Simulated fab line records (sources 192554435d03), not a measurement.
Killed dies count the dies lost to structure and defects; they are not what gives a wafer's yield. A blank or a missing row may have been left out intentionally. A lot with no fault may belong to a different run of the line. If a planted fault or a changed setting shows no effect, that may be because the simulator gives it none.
Chamber matching -- flow n5_finfet -- N5_BEOL_M1_CMP_52 on cmp-04: 4 sister chambers
The step polishes, stops on SiOC, t overpolish 6.8 s, target thk 40 nm. 8 wafers are shown with their chamber, then 9 later ones without.

EACH WAFER AND ITS CHAMBER
wafer,chamber,motor_current_A (A),time_to_endpoint_s (s)
L083.1,1,5.8,67
L083.5,3,5.6,61
L084.5,3,5.6,60
L086.3,2,6.9,63
L086.5,0,6.6,65
L090.2,1,5.5,67
L090.3,0,6.7,63
L090.5,2,6.9,59

WAFERS WHOSE CHAMBER IS MISSING
wafer,motor_current_A (A),time_to_endpoint_s (s)
L094.2,6.9,63
L094.3,5.5,68
L094.5,5.7,65
L095.1,7.1,62
L095.4,6.6,67
L095.6,7.2,66
L096.2,7.1,65
L096.4,5.6,62
L096.5,5.5,67

WHICH CHAMBER EACH WENT THROUGH
wafer,from the rows above,in truth
L094.2,can't be placed: 2 or 0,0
L094.3,1,1
L094.5,can't be placed: 1 or 3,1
L095.1,2,2
L095.4,0,0
L095.6,can't be placed: 2 or 0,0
L096.2,can't be placed: 2 or 0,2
L096.4,3,3
L096.5,1,1
Correctly placed: 5 of 9. Unplaceable from these rows: 4, with the true chamber sitting among the candidates in 4. Placed wrongly: 0.
How it was worked out, from the rows above alone: a wafer's distance from a chamber is the root of the sum, over the readings, of the square of ((its reading less the chamber's mean) divided by the reading's scatter). The wafer belongs to the nearest chamber; if the next one is less than 2 further off, it can't be placed. Each chamber's mean is taken over the wafers shown for it. How the scatter is found: for the shown wafers, subtract from each reading the mean of its chamber, square and add these, divide the total by (wafers less chambers), then take the root.
